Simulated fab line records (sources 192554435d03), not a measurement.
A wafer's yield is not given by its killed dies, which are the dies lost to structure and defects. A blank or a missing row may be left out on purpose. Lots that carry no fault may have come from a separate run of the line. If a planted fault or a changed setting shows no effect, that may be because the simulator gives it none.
fab line records    flow n5-finfet
record: lots: 7  wafers: 21  last-day: 16
route steps=1938 shown BEOL_M0@745 BEOL_M1@751 BEOL_M4@1111 PASSIVATION@1936
lots untouched by any fault: they come from a run of this same line in which no faults occurred
start-h: hours from the record's first day to the start of the lot's first wafer shown    wait-h: how many hours have passed since the lot's step before this one    " identical to the entry in the row above    L1.1+2: a single row standing in for several wafers    - no value, or no start was given    * or withheld: withheld    < > ~ a bound
route shown NAME@n: NAME is a module with steps in the file, n the number in the route of the first one    usual: the fault-free wafers' mean and standard deviation    same: alike in all rows    chamber/n: place in a boat    sites: per-site readings    _std_site: how widely they spread, as a standard deviation    _edge_site: outer sites' mean less inner sites'    radius-mm: for every site, how far away it sits from the centre of the wafer    mask NAME#n: copy n    behind: the most recent tool/chamber to have shaped the wafer    hold: reason for holding the lot/hours on hold/outcome of the hold    device: which transistor (n, p or np) failed to switch    end of line: tests run on the same wafers once the route is complete    a step without rows: its recipe alone    killed: dies lost to structure and defects at the first sort, not the wafer's yield    map: the dies of a wafer, with x for killed, . for not killed, _ for no die there
set.NAME: the setting the step ran with; set.NAME@STEP: the setting that earlier step ran with    model.NAME: the simulator's own value behind a step, which no gauge read
a table for each step, a row for each wafer; lots at some steps of the route
services: a tool's chamber out of use, with start hour (start-h, from the record's first day; less than 0 if before it), hours out, and reason
== steps ==
step: N5_BEOL_M0_PRE_CLEAN_131
recipe: gas: NH3/H2  time-s: 15  temp-c: *  rf-power-w: 300
usual: heater-power-w: 78/13
lot.wafer  tool       chamber  start-h  wait-h  heater-power-w  since-wet-clean-h
L906.3     cvd-co-02  1        140.96   0.0     66              1120
L906.4     "          1        "        "       65              -
L906.6     "          2        "        "       88              -
L908.3     cvd-co-02  1        148.56   0.0     64              1127
L908.4     "          2        "        "       89              -
L908.5     "          0        "        "       95              -
L912.3     cvd-co-01  1        172.41   0.0     85              36
L912.4     "          1        "        "       85              -
L912.6     "          2        "        "       71              -
L913.1     cvd-co-02  2        180.03   0.2     89              256
L913.3     "          1        "        "       65              -
L913.6     "          1        "        "       66              -
L914.2     cvd-co-02  0        193.40   0.0     98              735
L914.4     "          0        "        "       97              -
L914.6     "          1        "        "       65              -
L921.1     cvd-co-01  1        225.33   0.0     87              89
L921.3     "          0        "        "       64              985
L921.6     "          0        "        "       65              -
L924.2     cvd-co-01  2        248.42   0.3     73              549
L924.4     "          2        "        "       71              -
L924.6     "          1        "        "       86              -
step: N5_BEOL_M0_CO_CAP_123
recipe: material: Co  target-thk-a: 20  temp-c: 200  precursor: CCTBA/H2  pressure-torr: 30  time-s: 102.1
step: N5_BEOL_M0_PRE_CLEAN_124
recipe: gas: NH3  time-s: 15  temp-c: withheld  rf-power-w: 300
step: N5_BEOL_M0_DEP_125
recipe: material: SiCN  target-thk-a: 80  temp-c: withheld  precursor: 3MS/NH3  pressure-torr: 3  rf-w: 202  time-s: 14
usual: showerhead-plenum-p-Torr: 3.660/0.01  throttle-valve-pct: 9.3/0.5
lot.wafer  tool      chamber  start-h  wait-h  showerhead-plenum-p-Torr  since-wet-clean-h  throttle-valve-pct
L906.3     pecvd-02  2        141.12   0.0     3.654                     272                8.9
L906.4     "         0        "        "       3.654                     -                  9.8
L906.6     "         1        "        "       3.657                     -                  9.2
L908.3     pecvd-04  2        148.72   0.0     3.646                     461                8.7
L908.4     "         1        "        "       3.664                     -                  9.8
L908.5     "         0        "        "       3.650                     -                  9.5
L912.3     pecvd-02  0        172.56   0.0     3.656                     1058               9.8
L912.4     "         1        "        "       3.662                     -                  9.6
L912.6     "         2        "        "       3.663                     -                  8.7
L913.1     pecvd-02  0        180.25   0.0     3.663                     1065               9.7
L913.3     "         1        "        "       3.669                     1790               9.4
L913.6     "         1        "        "       3.682                     -                  9.2
L914.2     pecvd-03  0        193.55   0.0     3.676                     897                9.1
L914.4     "         0        "        "       3.667                     -                  9.4
L914.6     "         1        "        "       3.669                     -                  9.7
L921.1     pecvd-04  1        225.49   0.0     3.657                     2017               9.9
L921.3     "         2        "        "       3.639                     538                9.0
L921.6     "         1        "        "       3.659                     -                  10.0
L924.2     pecvd-03  2        248.57   0.0     3.678                     198                9.0
L924.4     "         0        "        "       3.671                     -                  9.2
L924.6     "         1        "        "       3.667                     -                  9.6
step: N5_BEOL_M0_RS_MEAS_126
recipe: thk-meas-gauge: four-point-probe  reads: Co_of_BEOL_M0_CO_CAP_123+Cu_of_BEOL_M0_ECD_118+Co_of_BEOL_M0_CVD_115+TaN_of_BEOL_M0_ALD_136
usual: M0_RS: 0.537/0.022
lot.wafer  tool           chamber  start-h  wait-h  M0_RS[ohm/sq]
L906.3     film-metro-01  -        141.19   0.1     0.573
L906.4     "              -        "        "       0.511
L906.6     "              -        "        "       0.529
L908.3     film-metro-01  -        148.79   0.1     0.526
L908.4     "              -        "        "       0.517
L908.5     "              -        "        "       0.530
L912.3     film-metro-01  -        172.63   0.1     0.531
L912.4     "              -        "        "       0.528
L912.6     "              -        "        "       0.527
L913.1     film-metro-01  -        180.31   0.0     0.535
L913.3     "              -        "        "       0.535
L913.6     "              -        "        "       0.499
L914.2     film-metro-01  -        193.62   0.1     0.540
L914.4     "              -        "        "       0.515
L914.6     "              -        "        "       0.523
L921.1     film-metro-02  -        225.56   0.0     0.518
L921.3     "              -        "        "       0.542
L921.6     "              -        "        "       0.561
L924.2     film-metro-02  -        248.64   0.1     0.503
L924.4     "              -        "        "       0.532
L924.6     "              -        "        "       0.508
step: N5_BEOL_M0_INSPECT_127
recipe: inspect-instrument: darkfield  mode: post-dep
usual: raw-defect-count: 70/27
lot.wafer  tool               chamber  start-h  wait-h  raw-defect-count
L906.3     defect-inspect-01  -        141.21   0.0     72
L906.4     "                  -        "        "       49
L906.6     "                  -        "        "       63
L908.3     defect-inspect-01  -        148.82   0.0     39
L908.4     "                  -        "        "       61
L908.5     "                  -        "        "       54
L912.3     defect-inspect-01  -        172.66   0.0     106
L912.4     "                  -        "        "       65
L912.6     "                  -        "        "       48
L913.1     defect-inspect-01  -        180.34   0.0     63
L913.3     "                  -        "        "       52
L913.6     "                  -        "        "       61
L914.2     defect-inspect-01  -        193.65   0.0     62
L914.4     "                  -        "        "       37
L914.6     "                  -        "        "       41
L921.1     defect-inspect-01  -        225.58   0.0     66
L921.3     "                  -        "        "       49
L921.6     "                  -        "        "       44
L924.2     defect-inspect-02  -        248.67   0.0     47
L924.4     "                  -        "        "       44
L924.6     "                  -        "        "       44
step: N5_BEOL_M1_ILD_DEP_00
recipe: material: SiOC  target-thk-a: 790  temp-c: 350  precursor: DEMS/O2  pressure-torr: 5  rf-w: 500  time-s: 15.3
usual: heater-power-w: 467/73  showerhead-plenum-p-Torr: 5.697/0.017  throttle-valve-pct: 12.4/0.86
lot.wafer  tool      chamber  start-h  wait-h  heater-power-w  showerhead-plenum-p-Torr  since-wet-clean-h  throttle-valve-pct
L906.3     pecvd-03  1        141.25   0.0     439             5.684                     1570               12.8
L906.4     "         2        "        "       368             5.693                     -                  11.1
L906.6     "         0        "        "       422             5.698                     -                  12.1
L908.3     pecvd-01  1        148.87   0.1     574             5.726                     -                  14.0
L908.4     "         2        "        "       404             5.693                     -                  12.5
L908.5     "         2        "        "       411             5.697                     -                  12.3
L912.3     pecvd-01  0        172.69   0.0     372             5.676                     695                12.0
L912.4     "         1        "        "       544             5.709                     -                  14.0
L912.6     "         2        "        "       429             5.706                     -                  12.3
L913.1     pecvd-02  2        180.37   0.0     559             5.695                     312                11.7
L913.3     "         1        "        "       472             5.694                     1791               12.0
L913.6     "         2        "        "       574             5.697                     -                  11.6
L914.2     pecvd-01  1        193.68   0.0     535             5.715                     1441               14.0
L914.4     "         1        "        "       524             5.725                     -                  14.0
L914.6     "         0        "        "       378             5.691                     -                  11.6
L921.1     pecvd-03  2        225.62   0.0     415             5.692                     175                11.3
L921.3     "         1        "        "       510             5.704                     1654               12.5
L921.6     "         1        "        "       498             5.698                     -                  12.6
L924.2     pecvd-03  2        248.70   0.0     402             5.704                     199                11.3
L924.4     "         0        "        "       416             5.719                     -                  12.0
L924.6     "         2        "        "       407             5.699                     -                  11.6
step: N5_BEOL_M1_THK_MEAS_01
recipe: reads: SiOC_of_BEOL_M1_ILD_DEP_00
usual: M1_ILD_THK: 79.0/1.2
lot.wafer  tool           chamber  start-h  wait-h  M1_ILD_THK[nm]
L906.3     film-metro-02  -        141.32   0.1     78.8
L906.4     "              -        "        "       81.7
L906.6     "              -        "        "       77.4
L908.3     film-metro-01  -        148.94   0.1     77.8
L908.4     "              -        "        "       80.1
L908.5     "              -        "        "       79.7
L912.3     film-metro-01  -        172.76   0.1     77.8
L912.4     "              -        "        "       79.9
L912.6     "              -        "        "       81.9
L913.1     film-metro-02  -        180.44   0.0     78.0
L913.3     "              -        "        "       79.3
L913.6     "              -        "        "       79.6
L914.2     film-metro-02  -        193.77   0.1     77.7
L914.4     "              -        "        "       79.0
L914.6     "              -        "        "       78.4
L921.1     film-metro-02  -        225.69   0.0     79.6
L921.3     "              -        "        "       77.5
L921.6     "              -        "        "       79.7
L924.2     film-metro-01  -        248.77   0.1     79.6
L924.4     "              -        "        "       79.3
L924.6     "              -        "        "       80.9
step: N5_BEOL_M1_PECVD_72
recipe: material: SiO2  target-thk-a: 160  temp-c: 400  precursor: TEOS/O2  pressure-torr: 5.5  rf-w: 450  teos-flow-sccm: 53.8  gas: O2  flow-sccm: 3000  time-s: 18
usual: heater-power-w: 718/98  showerhead-plenum-p-Torr: 8.78/0.064  throttle-valve-pct: 23.2/1.5
lot.wafer  tool      chamber  start-h  wait-h  heater-power-w  showerhead-plenum-p-Torr  since-wet-clean-h  throttle-valve-pct
L906.3     pecvd-01  0        141.35   0.0     563             8.70                      664                21.5
L906.4     "         0        "        "       586             8.70                      -                  21.7
L906.6     "         2        "        "       651             8.79                      -                  23.1
L908.3     pecvd-02  0        148.98   0.0     776             8.77                      1034               24.2
L908.4     "         0        "        "       783             8.75                      -                  24.5
L908.5     "         2        "        "       843             8.74                      -                  21.9
L912.3     pecvd-02  2        172.80   0.0     801             8.72                      304                21.7
L912.4     "         2        "        "       819             8.75                      -                  21.7
L912.6     "         1        "        "       768             8.75                      -                  22.9
L913.1     pecvd-02  0        180.48   0.0     868             8.77                      1066               24.2
L913.3     "         1        "        "       763             8.79                      1791               23.2
L913.6     "         0        "        "       848             8.77                      -                  24.4
L914.2     pecvd-02  0        193.80   0.0     795             8.75                      1079               24.5
L914.4     "         1        "        "       758             8.79                      -                  22.9
L914.6     "         0        "        "       802             8.74                      -                  24.2
L921.1     pecvd-02  1        225.72   0.0     768             8.78                      1836               23.0
L921.3     "         2        "        "       763             8.75                      357                22.1
L921.6     "         2        "        "       804             8.71                      -                  22.0
L924.2     pecvd-01  1        248.81   0.0     807             8.89                      1496               26.2
L924.4     "         1        "        "       795             8.93                      -                  26.1
L924.6     "         0        "        "       579             8.69                      -                  22.1
step: N5_BEOL_M1_HM_DEP_02
recipe: material: TiN  target-thk-a: 200  temp-c: 25  chamber-pressure-pa: 0.49996
usual: throttle-valve-pct: 29.5/1
lot.wafer  tool            chamber  start-h  wait-h  throttle-valve-pct
L906.3     pvd-sputter-03  -        143.53   2.2     30.7
L906.4     "               -        "        "       29.6
L906.6     "               -        "        "       29.7
L908.3     pvd-sputter-03  -        150.46   1.5     27.8
L908.4     "               -        "        "       29.6
L908.5     "               -        "        "       27.7
L912.3     pvd-sputter-03  -        176.51   3.7     29.5
L912.4     "               -        "        "       29.5
L912.6     "               -        "        "       30.6
L913.1     pvd-sputter-02  -        182.61   2.1     28.6
L913.3     "               -        "        "       29.2
L913.6     "               -        "        "       28.9
L914.2     pvd-sputter-01  -        193.86   0.0     30.6
L914.4     "               -        "        "       30.2
L914.6     "               -        "        "       30.1
L921.1     pvd-sputter-02  -        227.17   1.4     28.9
L921.3     "               -        "        "       29.0
L921.6     "               -        "        "       31.1
L924.2     pvd-sputter-02  -        248.95   0.1     28.7
L924.4     "               -        "        "       28.9
L924.6     "               -        "        "       31.2
step: N5_BEOL_M1_COAT_61
recipe: resist: SOC  temp-c: 250  time-s: 60  spin-rpm: 1500  resist-thk-nm: 60
step: N5_BEOL_M1_COAT_62
recipe: resist: SiARC  temp-c: 220  time-s: 60  spin-rpm: 1500  resist-thk-nm: 12
step: N5_BEOL_M1_COAT_73
recipe: resist: underlayer  temp-c: 205  time-s: 60  spin-rpm: 1500  resist-thk-nm: 5
usual: heater-power-total-W: 391.8/1.4  plate-temp-C: 204.97/0.15
lot.wafer  tool            chamber  start-h  wait-h  heater-power-total-W  plate-temp-C
L906.3     litho-track-02  0        143.66   -       390.0                 205.26
L906.4     "               0        "        "       390.3                 204.87
L906.6     "               0        "        "       393.9                 205.09
L908.3     litho-track-05  0        150.59   -       389.7                 204.93
L908.4     "               0        "        "       392.6                 204.72
L908.5     "               0        "        "       391.3                 204.94
L912.3     litho-track-02  0        176.64   -       404.7                 209.49
L912.4     "               0        "        "       403.0                 209.53
L912.6     "               0        "        "       403.0                 209.24
L913.1     litho-track-02  0        182.74   -       400.0                 209.15
L913.3     "               0        "        "       401.5                 209.06
L913.6     "               0        "        "       404.3                 209.45
L914.2     litho-track-02  0        193.99   -       403.7                 209.49
L914.4     "               0        "        "       403.7                 209.42
L914.6     "               0        "        "       399.9                 209.29
L921.1     litho-track-05  0        227.30   -       391.3                 204.99
L921.3     "               0        "        "       392.7                 205.10
L921.6     "               0        "        "       391.8                 204.96
L924.2     litho-track-05  0        249.08   -       391.4                 205.00
L924.4     "               0        "        "       391.9                 205.15
L924.6     "               0        "        "       389.9                 205.08
step: N5_BEOL_M1_COAT_05
recipe: resist: CAR-EUV  spin-rpm: 1500  resist-thk-nm: 30
step: N5_BEOL_M4_RC_MEAS_101
usual: DIBL_N: 36.7/2.4  DIBL_P: 37.4/2.9  IOFF_N: 0.18/0.05  IOFF_P: 0.23/0.058  ION_N: 683/16  ION_P: 467/11  SS_N: 71.7/0.77  SS_P: 73.5/0.87  VT_N: 249/4.3  VT_P: -250/4.4
lot.wafer  tool       chamber  start-h  wait-h  DIBL_N[mV/V]  DIBL_P[mV/V]  IOFF_N[nA/um]  IOFF_P[nA/um]  ION_N[uA/um]  ION_P[uA/um]  SS_N[mV/dec]  SS_P[mV/dec]  VT_N[mV]  VT_P[mV]
L906.3     prober-02  0        181.52   0.3     32.5          33.2          0.10           0.16           660           474           71.3          72.9          258       -255
L906.4     "          0        "        "       35.6          35.8          0.14           0.21           668           470           71.3          73.1          251       -251
L906.6     "          0        "        "       34.0          34.4          0.12           0.17           673           469           71.2          73.4          253       -252
L908.3     prober-01  0        196.27   0.3     37.1          38.5          0.19           0.23           694           472           71.3          73.6          246       -250
L908.4     "          0        "        "       39.4          43.2          0.25           0.34           710           486           72.3          74.7          245       -245
L908.5     "          0        "        "       39.5          42.6          0.26           0.32           692           468           73.1          75.1          242       -246
L912.3     prober-01  0        216.41   0.3     36.3          35.3          0.16           0.23           666           463           71.4          73.6          252       -247
L912.4     "          0        "        "       38.7          38.6          0.22           0.29           695           478           71.9          74.1          243       -245
L912.6     "          0        "        "       38.0          37.9          0.19           0.27           698           487           72.1          74.4          247       -242
L913.1     prober-01  0        224.21   0.0     35.2          34.6          0.12           0.15           669           453           71.3          72.5          255       -260
L913.3     "          0        "        "       36.8          37.6          0.15           0.18           673           454           71.0          72.8          249       -256
L913.6     "          0        "        "       38.6          39.5          0.20           0.21           700           474           71.6          74.0          246       -253
L914.2     prober-01  0        227.88   0.2     34.2          33.1          0.12           0.16           663           450           70.7          71.7          252       -256
L914.4     "          0        "        "       41.9          42.7          0.29           0.32           713           482           72.8          75.6          244       -245
L914.6     "          0        "        "       38.9          40.5          0.22           0.27           702           475           72.2          73.4          242       -251
L921.1     prober-01  0        266.77   0.0     35.3          35.9          0.15           0.21           696           476           71.9          73.1          250       -250
L921.3     "          0        "        "       35.1          34.6          0.14           0.19           664           447           70.7          73.4          251       -250
L921.6     "          0        "        "       33.3          31.6          0.11           0.15           679           462           71.1          72.3          256       -257
L924.2     prober-01  0        295.50   0.2     36.4          37.8          0.18           0.19           705           469           71.8          72.7          247       -258
L924.4     "          0        "        "       35.4          36.3          0.16           0.17           694           462           71.7          73.0          248       -256
L924.6     "          0        "        "       38.5          39.9          0.22           0.22           690           457           72.8          73.3          248       -254
step: N5_PASSIVATION_PROBE_49
usual: defect-limited-yield: 91.4/1.6  killed_at_M0_to_M3: 31/11  killed_at_M4_up: 14/5.7  killed-at-contacts: 12/6  killed-at-front-end: 41/13  killed-at-other: 3.3/2.8  killed-dies: 101/19  killed-open: 67/14  killed-short: 33/8.2  sort_bin_4_leakage: 0.0/0.37  sort_bin_5_function: 5.0/1.1  sort_bin_6_memory: 3.3/0.74  sort-n-pass: 1078/20  sort-yield-pct: 91.3/1.7
same: gross-dies: 1180  killed-at-back-side: 0  sort_bin_8_speed[%]: 0
lot.wafer  tool       chamber  start-h  wait-h  defect-limited-yield[%]  killed_at_M0_to_M3  killed_at_M4_up  killed-at-contacts  killed-at-front-end  killed-at-other  killed-dies  killed-open  killed-short  sort_bin_4_leakage[%]  sort_bin_5_function[%]  sort_bin_6_memory[%]  sort-n-pass  sort-yield-pct[%]
L906.3     prober-02  -        285.09   0.1     91.4                     32                  15               6                   48                   1                102          57           44            0                      5.2                     3.3                   1078         91.4
L906.4     prober-02  -        285.14   0.2     94.3                     23                  10               8                   24                   2                67           48           18            0                      4.0                     1.6                   1113         94.3
L906.6     prober-02  -        285.24   0.3     91.8                     36                  22               10                  25                   4                97           56           36            0                      4.2                     3.5                   1083         91.8
L908.3     prober-01  -        298.95   0.1     88.1                     32                  17               12                  74                   6                141          92           49            0                      7.3                     4.6                   1039         88.1
L908.4     prober-01  -        299.00   0.2     90.6                     32                  16               18                  43                   2                111          73           38            0                      5.9                     3.1                   1069         90.6
L908.5     prober-01  -        299.05   0.2     92.5                     28                  13               14                  32                   1                88           66           21            0.1                    4.5                     2.5                   1091         92.5
L921.1     prober-02  -        371.67   0.0     92.5                     30                  7                17                  31                   3                88           68           17            0                      4.1                     3.1                   1092         92.5
L921.3     prober-02  -        371.77   0.1     92.6                     33                  16               15                  23                   0                87           60           24            0                      5.3                     1.7                   1093         92.6
L921.6     prober-02  -        371.92   0.3     92.0                     36                  13               12                  32                   1                94           58           29            0                      4.2                     3.0                   1086         92.0
L924.2     prober-01  -        394.67   0.1     91.4                     27                  19               14                  38                   3                101          71           30            0                      4.3                     4.0                   1079         91.4
L924.4     prober-01  -        394.77   0.2     89.7                     29                  20               24                  49                   0                122          82           39            0                      5.8                     4.4                   1058         89.7
L924.6     prober-01  -        394.87   0.3     90.8                     21                  21               16                  51                   0                109          72           37            0                      5.5                     3.2                   1071         90.8
killed by level:class
L906.3 BEOL_M0_SAQP:geometric-particle:short=9 FIN_SAQP:geometric-particle:short=8 GATE_CUT:geometric-particle:open=8 BEOL_M0_SAQP:geometric-particle:open=7 BEOL_M2:geometric-particle:open=7 FIN_SAQP:geometric-particle:open=6 BEOL_M4:geometric-particle:open=6 BEOL_M4:geometric-particle:short=5
L906.4 BEOL_M2:geometric-particle:open=8 MOL_CONTACT_COAG:geometric-particle:open=7 BEOL_M4:geometric-particle:open=6 STARTING-WAFER:geometric-particle:open=6 BEOL_M0_SAQP:geometric-particle:open=5 BEOL_M0_SAQP:geometric-particle:short=5 FIN_SAQP:geometric-particle:open=3 GATE_CUT:geometric-particle:short=3
L906.6 BEOL_M4:geometric-particle:open=13 BEOL_M0_SAQP:geometric-particle:short=11 BEOL_M3:geometric-particle:open=8 MOL_CONTACT_COAG:geometric-particle:open=7 BEOL_M0_SAQP:geometric-particle:open=7 BEOL_M2:geometric-particle:open=5 BEOL_M4:geometric-particle:short=5 FIN_SAQP:geometric-particle:open=3
L908.3 STI_FIN_REVEAL:geometric-particle:open=20 FIN_SAQP:geometric-particle:short=17 BEOL_M2:geometric-particle:open=14 FIN_SAQP:geometric-particle:open=11 MOL_CONTACT_COAG:geometric-particle:open=8 BEOL_M0_SAQP:geometric-particle:open=6 STI_FIN_REVEAL:geometric-particle:short=5 GATE_CUT:geometric-particle:short=5
L908.4 MOL_CONTACT_COAG:geometric-particle:open=17 FIN_SAQP:geometric-particle:short=10 BEOL_M2:geometric-particle:open=9 BEOL_M3:geometric-particle:open=8 STI_FIN_REVEAL:geometric-particle:open=5 STARTING-WAFER:geometric-particle:short=5 FIN_SAQP:geometric-particle:open=4 DUMMY_GATE:geometric-particle:open=4
L908.5 MOL_CONTACT_COAG:geometric-particle:open=13 FIN_SAQP:geometric-particle:open=9 STI_FIN_REVEAL:geometric-particle:open=8 BEOL_M3:geometric-particle:open=8 BEOL_M6:geometric-particle:open=5 FIN_SAQP:geometric-particle:short=4 BEOL_M2:geometric-particle:short=4 STI_FIN_REVEAL:geometric-particle:short=3
L921.1 MOL_CONTACT_COAG:geometric-particle:open=13 FIN_SAQP:geometric-particle:open=11 BEOL_M3:geometric-particle:open=10 BEOL_M1:geometric-particle:open=6 BEOL_M2:geometric-particle:open=6 MOL_CONTACT_COAG:geometric-particle:short=4 BEOL_M1:geometric-particle:short=4 STI_FIN_REVEAL:geometric-particle:open=3
L921.3 MOL_CONTACT_COAG:geometric-particle:open=11 BEOL_M3:geometric-particle:open=9 BEOL_M2:geometric-particle:open=6 BEOL_M0_SAQP:geometric-particle:short=5 BEOL_M4:geometric-particle:open=5 DUMMY_GATE:geometric-particle:open=4 MOL_CONTACT_COAG:geometric-particle:short=4 BEOL_M1:geometric-particle:open=4
L921.6 BEOL_M0_SAQP:geometric-particle:open=11 BEOL_M0_SAQP:geometric-particle:short=11 STI_FIN_REVEAL:geometric-particle:open=8 MOL_CONTACT_COAG:geometric-particle:open=7 HKMG_FIN:area-etch=6 MOL_CONTACT_COAG:geometric-particle:short=5 BEOL_M1:geometric-particle:open=5 DUMMY_GATE:geometric-particle:open=4
L924.2 FIN_SAQP:geometric-particle:open=14 MOL_CONTACT_COAG:geometric-particle:open=13 FIN_SAQP:geometric-particle:short=9 BEOL_M0_SAQP:geometric-particle:open=8 BEOL_M4:geometric-particle:open=8 DUMMY_GATE:geometric-particle:open=7 BEOL_M0_SAQP:geometric-particle:short=7 BEOL_M2:geometric-particle:open=4
L924.4 STI_FIN_REVEAL:geometric-particle:open=20 MOL_CONTACT_COAG:geometric-particle:open=20 FIN_SAQP:geometric-particle:short=12 BEOL_M4:geometric-particle:open=6 BEOL_M0_SAQP:geometric-particle:short=6 BEOL_M2:geometric-particle:open=5 MOL_CONTACT_COAG:geometric-particle:short=4 BEOL_M0_SAQP:geometric-particle:open=4
L924.6 MOL_CONTACT_COAG:geometric-particle:open=16 STI_FIN_REVEAL:geometric-particle:open=15 FIN_SAQP:geometric-particle:short=11 BEOL_M4:geometric-particle:open=11 FIN_SAQP:geometric-particle:open=7 STI_FIN_REVEAL:geometric-particle:short=6 BEOL_M0_SAQP:geometric-particle:open=6 BEOL_M4:geometric-particle:short=6
== services ==
tool            chamber  start-h  hours  kind
pecvd-04        2        118.86   5.5    scheduled-down
cvd-co-02       0        123.49   17.2   repair
pecvd-02        -        130.66   0.8    repair
pecvd-01        0        148.23   5.5    scheduled-down
pecvd-02        1        160.51   5.0    scheduled-down
pecvd-03        -        164.72   2.6    repair
pecvd-03        0        172.87   5.5    scheduled-down
cvd-co-02       0        174.69   6.3    repair
pecvd-01        2        193.53   5.5    scheduled-down
pecvd-04        0        198.77   11.6   repair
pecvd-01        2        202.38   -      clean
pecvd-01        2        202.38   -      consumable-replace:showerhead
pecvd-01        2        202.38   29.0   scheduled-down
pecvd-01        2        202.38   29.0   vent-cycle
pecvd-02        -        212.28   0.4    repair
pecvd-02        0        214.62   2.1    scheduled-down
cvd-co-01       -        219.58   0.3    repair
cvd-co-02       -        221.99   6.9    pm
litho-track-02  -        233.31   -      consumable-replace:filter
pecvd-02        2        241.55   5.5    scheduled-down
pecvd-02        -        245.19   5.5    pm
== key ==
first-sign: step: N5_BEOL_M1_COAT_73  reading: plate-temp-C  direction: up  sigmas: 29  usual: *  struck: *
effect: step: N5_BEOL_M1_COAT_73  reading: heater-power-total-W  direction: up  sigmas: 8  usual: *  struck: *
met-at N5_BEOL_M1_COAT_73
struck-wafers L912.3,L912.4,L912.6,L913.1,L913.3,L913.6,L914.2,L914.4,L914.6
rows-end L912.3,L912.4,L912.6,L913.1,L913.3,L913.6
onset-between 143.66 176.64
fault: kind: process-parameter-drift  tool: litho-track-02  chamber: -  onset-h: 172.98  steps: N5_BEOL_M1_COAT_73  channel: temp-c  offset: *  shape: step  acts-in: *  stated: *
rows-end: these wafers met a further fault down the route, and their rows from its step on are left out
